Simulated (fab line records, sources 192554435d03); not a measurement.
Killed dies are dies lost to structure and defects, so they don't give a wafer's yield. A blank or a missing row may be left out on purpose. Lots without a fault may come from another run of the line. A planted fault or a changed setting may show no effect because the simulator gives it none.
Chamber matching | flow n5_finfet | N5_DUMMY_GATE_ETCH_31 on rie_diel-06: 4 sister chambers
The step etches SiO2 in C4F6/O2, target depth 82.5 nm, time 27.5 s. 8 wafers are shown with their chamber, then 11 later ones without.

WAFERS WITH THEIR CHAMBER
wafer  | chamber | showerhead_plenum_p_Torr (Torr) | throttle_valve_pct (%)
L082.4 | 2       | 2.95                            | 21.15
L084.4 | 1       | 2.75                            | 21.17
L085.1 | 1       | 2.75                            | 21.19
L085.6 | 3       | 2.74                            | 21.50
L086.2 | 3       | 2.74                            | 21.51
L086.4 | 0       | 2.80                            | 20.89
L086.5 | 2       | 2.94                            | 21.18
L088.2 | 0       | 2.80                            | 20.87

WAFERS WITHOUT THEIR CHAMBER
wafer  | showerhead_plenum_p_Torr (Torr) | throttle_valve_pct (%)
L088.3 | 2.74                            | 21.50
L088.6 | 2.74                            | 21.52
L091.2 | 2.94                            | 21.20
L091.5 | 2.73                            | 21.50
L091.6 | 2.94                            | 21.20
L093.2 | 2.79                            | 20.88
L093.4 | 2.73                            | 21.55
L093.6 | 2.73                            | 21.52
L094.1 | 2.79                            | 20.90
L094.3 | 2.93                            | 21.20
L094.4 | 2.73                            | 21.51

WHICH CHAMBER EACH WENT THROUGH
wafer  | from the rows above | in truth
L088.3 | 3                   | 3
L088.6 | 3                   | 3
L091.2 | 2                   | 2
L091.5 | 3                   | 3
L091.6 | 2                   | 2
L093.2 | 0                   | 0
L093.4 | 3                   | 3
L093.6 | 3                   | 3
L094.1 | 0                   | 0
L094.3 | 2                   | 2
L094.4 | 3                   | 3
Placed correctly: 11 of 11. Can't be placed from these rows: 0. Placed wrongly: 0.
How it was worked out, from the rows above alone: a wafer's distance from a chamber is the root of the sum, over the readings, of the square of ((its reading less the chamber's mean) divided by the reading's scatter). The wafer belongs to the nearest chamber; if the next one is less than 2 further off, it can't be placed. A chamber's mean is the mean of its shown wafers. The scatter: the root of (the sum of the squares of (reading less its chamber's mean) over the shown wafers, divided by (wafers less chambers)).
